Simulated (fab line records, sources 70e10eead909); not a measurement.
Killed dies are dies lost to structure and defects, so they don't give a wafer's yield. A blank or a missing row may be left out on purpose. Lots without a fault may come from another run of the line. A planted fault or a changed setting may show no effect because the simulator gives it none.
A struck lot beside a sound one | flow nand_harc | 14 steps out of a route of 1159
Sound: wafers L403.2, L403.4, L403.6. Struck: wafer L416.6. (L416.2 of the same lot was not struck and is left out.) The cause comes at the end.
At each step with rows: each side's tool, then ch and its chambers, then its first start. Under that, the readings that differ: sound wafers | struck wafers | difference of the means | sigmas: that difference in standard deviations of wafers without a fault.
alike: readings whose means differ by less than 2 such deviations, and words and numbers that are the same on both sides. not compared: withheld readings, readings that some wafer has no value for, bounds like >300 that may hide the same value, and numbers for which the record gives no deviation and whose values overlap.
The two part at a step that has a row with sigmas, a row that says differs or no value, or rows on one side only. Numbers that don't overlap but have no deviation are shown without sigmas and don't part them. A reading that every wafer of one side lacks parts them only if that side has two wafers or more.

first, 3 steps without rows for these wafers: NHARC_P_CONTACT_DESCUM_17 (chemistry O2, time 3 s); NHARC_P_CONTACT_ETCH_35 (etches the open film in CF4, target depth 39 nm, time 65 s); NHARC_P_CONTACT_ETCH_36 (etches the open film in N2/H2, target depth 260 nm, time 406.25 s).
NHARC_P_CONTACT_ETCH_18: etches the open film in C4F8/O2/Ar, target depth 481 nm, time 240.5 s.
  sound on rie_diel-06 ch 2,3; struck on rie_diel-09 ch 1
  alike: oes_product_au, rf_vpp_V
  not compared: rf_hours_counter_h
then, 2 steps without rows for these wafers: NHARC_P_CONTACT_STRIP_37 (strips in C4F8/O2/Ar); NHARC_P_CONTACT_ETCH_31 (etches the open film in CH3F/O2, target depth 30 nm, time 85.7 s).
NHARC_P_CONTACT_CD_MEAS_19:
  sound on cd_sem-01, day 5 16:29; struck on cd_sem-02, day 9 01:44
  alike: cd_nm
NHARC_P_CONTACT_STRIP_28: strips in O2.
  sound on rie_diel-09 ch 0,1,3, day 5 16:35; struck on rie_diel-06 ch 2, day 9 01:49
  alike: drypump_motor_current_A, o2_flow_sccm, oes_product_au, rf_vpp_V, showerhead_plenum_p_Torr, throttle_valve_pct
  not compared: rf_hours_counter_h
then, 1 step without rows for these wafers: NHARC_P_CONTACT_STRIP_29 (strips in post etch residue remover, time 1200 s).
NHARC_P_CONTACT_DEGAS_38: time 60 s.
  sound on pvd_sputter-02, day 5 17:12; struck on pvd_sputter-02, day 9 02:26
  alike: heater_power_w
then, 1 step without rows for these wafers: NHARC_P_CONTACT_PRE_CLEAN_39 (time 19.5 s).
NHARC_P_CONTACT_PVD_32: deposits Ti, target thk 5 nm, time 17.7 s.
  sound on pvd_sputter-02; struck on pvd_sputter-02
  alike: cathode_dc_power_W, throttle_valve_pct
NHARC_P_CONTACT_ALD_22: deposits TiN, target thk 3 nm, pulse time 1 s, ald cycles 150.
  sound on ald_metal-03 ch 1,2, day 5 17:27; struck on ald_metal-01 ch 3, day 9 02:45
  reading    | sound       | struck | difference | sigmas
  ald_cycles | 150 150 150 | 73     | -77        |
  alike: heater_power_w, precursor_pulse_height_rel
NHARC_P_CONTACT_CVD_23: deposits W, target thk 200 nm, time 557 s.
  sound on cvd_w-02 ch 0,1; struck on cvd_w-01 ch 0
  alike: heater_power_w, throttle_valve_pct

WHERE THEY PART
Nowhere in this record.

WHY: what the simulator had put in
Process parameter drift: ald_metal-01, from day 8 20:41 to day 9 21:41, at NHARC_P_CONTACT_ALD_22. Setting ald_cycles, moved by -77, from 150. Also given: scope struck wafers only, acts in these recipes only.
